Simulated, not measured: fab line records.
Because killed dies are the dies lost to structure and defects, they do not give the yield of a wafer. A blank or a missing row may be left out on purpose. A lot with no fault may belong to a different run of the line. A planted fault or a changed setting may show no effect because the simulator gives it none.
A struck lot beside a sound one || flow nand harc || 37 steps out of a route of 1302
Sound: wafers L749.1, L749.4, L749.5. Struck: wafers L769.1, L769.5 (left out: L769.4, a lot-mate that was not struck); the cause follows at the end.
Per side, at each step with rows, come the tool, then ch with its chambers, and then its first start. Under that, the readings that differ: sound wafers || struck wafers || difference of the means || sigmas: that difference in standard deviations of wafers without a fault.
alike: same words and numbers on both sides, and readings whose means sit less than 2 such deviations apart. not compared: any withheld reading, any reading some wafer has no value for, any bound like >300 that may hide the same value, and any number with overlapping values for which the record gives no deviation.
The two part at a step that has a row with sigmas, a row that says differs or no value, or rows on one side only. Numbers that have no deviation but don't overlap get no sigmas and don't part them. Lack of a reading on every wafer of one side parts them only where that side has two or more wafers.

first, 6 steps without rows for these wafers: NHARC_A_SLIT_ETCH_26 (etches the open film in C4F8/O2/Ar, time 90 s, target depth 400 nm); NHARC_A_SLIT_STRIP_28 (strips in O2/COS); NHARC_A_SLIT_ETCH_29 (etches the open film in CF4/O2, target depth 100 nm, overetch 10 nm, time 55 s); NHARC_A_SLIT_STRIP_18 (strips in O2); NHARC_A_SLIT_PRECLEAN_19 (cleans in SC1); NHARC_A_SLIT_SRD_20.
NHARC_A_SLIT_CD_MEAS_21:
  sound on cd sem-01, day 20 17:56; struck on cd sem-03, day 28 10:26
  alike: cd nm
then, 3 steps without rows for these wafers: NHARC_A_SIN_REMOVE_WET_00 (chemistry H3PO4, time 15300 s); NHARC_A_SIN_REMOVE_PRECLEAN_01 (cleans in SC1); NHARC_A_SIN_REMOVE_SRD_02.
NHARC_A_SIN_REMOVE_INSPECT_04:
  sound on defect inspect-01, day 20 23:11; struck on defect inspect-02, day 28 17:01
  alike: raw defect count
NHARC_A_WL_FILL_ALD_00: deposits Al2O3, target thk 3 nm, pulse time 3 s, ald cycles 30.
  sound on ald hk-04 ch 1,2,3, day 20 23:28; struck on ald hk-01 ch 2, day 28 17:05
  alike: heater power w, precursor pulse height rel
NHARC_A_WL_FILL_RTA_01: time 5 s.
  sound on rtp anneal-01 ch 0, day 20 23:41; struck on rtp anneal-01 ch 0, day 28 17:21
  alike: lamp power pct, lamp_zone_2_pct, wafer_temp_C_max
then, 2 steps without rows for these wafers: NHARC_A_WL_FILL_ALD_02 (deposits TiN, target thk 2 nm, pulse time 3 s, ald cycles 100); NHARC_A_WL_FILL_CVD_03 (deposits W, target thk 40 nm, time 279 s).
NHARC_A_WL_FILL_ETCHBACK_04: etches the open film in NF3, target depth 60 nm, time 120 s.
  sound on rie metal-01 ch 0,1, day 21 00:44; struck on rie metal-03 ch 0,1, day 28 18:25
  alike: drypump motor current A, he backside leak sccm, oes product au
  not compared: rf hours counter h
NHARC_A_WL_FILL_ETCHBACK_05: etches the open film in Cl2/BCl3, target depth 22 nm, time 60 s.
  sound on rie metal-01 ch 1, day 21 00:58; struck on rie metal-03 ch 0, day 28 18:41
  alike: drypump motor current A, he backside leak sccm, oes product au
  not compared: rf hours counter h
then, 7 steps without rows for these wafers: NHARC_A_WL_FILL_STRIP_27 (strips in N2/H2, time 20 s); NHARC_A_WL_FILL_STRIP_28 (strips in post etch residue remover, time 1200 s); NHARC_A_WL_FILL_PRECLEAN_06 (cleans in DIW, time 300 s); NHARC_A_WL_FILL_SRD_07; NHARC_A_WL_FILL_ANNEAL_08 (time 1800 s); NHARC_A_WL_FILL_ALD_10 (deposits SiO2, target thk 50 nm, pulse time 10 s, ald cycles 500); NHARC_A_WL_FILL_ETCHBACK_16 (etches the open film in C4F8/O2/Ar, target depth 120 nm, time 24 s).
NHARC_A_WL_FILL_STRIP_29: strips in O2, time 20 s.
  sound on rie diel-12 ch 0,2,3, day 21 10:44; struck on rie diel-06 ch 1,2, day 29 06:26
{"reading": "rf vpp V (V)", "sound": "57.9 58.7 55.8", "struck": "59.3 59.6", "difference": "+2.0", "sigmas": "+2"}
  alike: drypump motor current A, oes product au, showerhead plenum p Torr, throttle valve pct
  not compared: rf hours counter h
then, 9 steps without rows for these wafers: NHARC_A_WL_FILL_ETCHBACK_17 (etches the open film in Cl2/BCl3, target depth 4 nm, time 26.7 s); NHARC_A_WL_FILL_PRECLEAN_18 (cleans in dHF, time 30 s); NHARC_A_WL_FILL_SRD_21; NHARC_A_WL_FILL_CVD_23 (deposits poly-Si, target thk 40 nm, time 800 s); NHARC_A_WL_FILL_ETCHBACK_26 (etches the open film in HBr, target depth 52 nm, time 13.3 s); NHARC_A_WL_FILL_PRECLEAN_30 (cleans in dHF, time 10 s); NHARC_A_WL_FILL_SRD_14; NHARC_A_WL_FILL_ALD_19 (deposits TiN, target thk 2 nm, pulse time 3 s, ald cycles 100); NHARC_A_WL_FILL_CVD_20 (deposits W, target thk 100 nm, time 74 s).
NHARC_A_WL_FILL_CMP_12: polishes, t overpolish 30 s, target thk 100 nm.
  sound on cmp-02 ch 2,3, day 21 16:37; struck on cmp-03 ch 1,2, day 29 12:19
  alike: edge zone pressure frac, motor current A, overpolish run s, slurry filter dp kPa, time to endpoint s
then, 1 step without rows for these wafers: NHARC_A_WL_FILL_SRD_31.
-- record jumps: 4 days between struck wafers' starts before vs after; left off in module A_WL_FILL, resumes in module END, first step shown is number 1302 of the route --
NHARC_END_SORT_01:
  here the record holds rows for the struck wafers (prober-01 ch 0, day 33 15:37) but none for the sound ones

== WHERE THEY PART ==
Last at NHARC_END_SORT_01 as far as this record goes, first at NHARC_A_WL_FILL_STRIP_29.

WHY: whatever the simulator had introduced
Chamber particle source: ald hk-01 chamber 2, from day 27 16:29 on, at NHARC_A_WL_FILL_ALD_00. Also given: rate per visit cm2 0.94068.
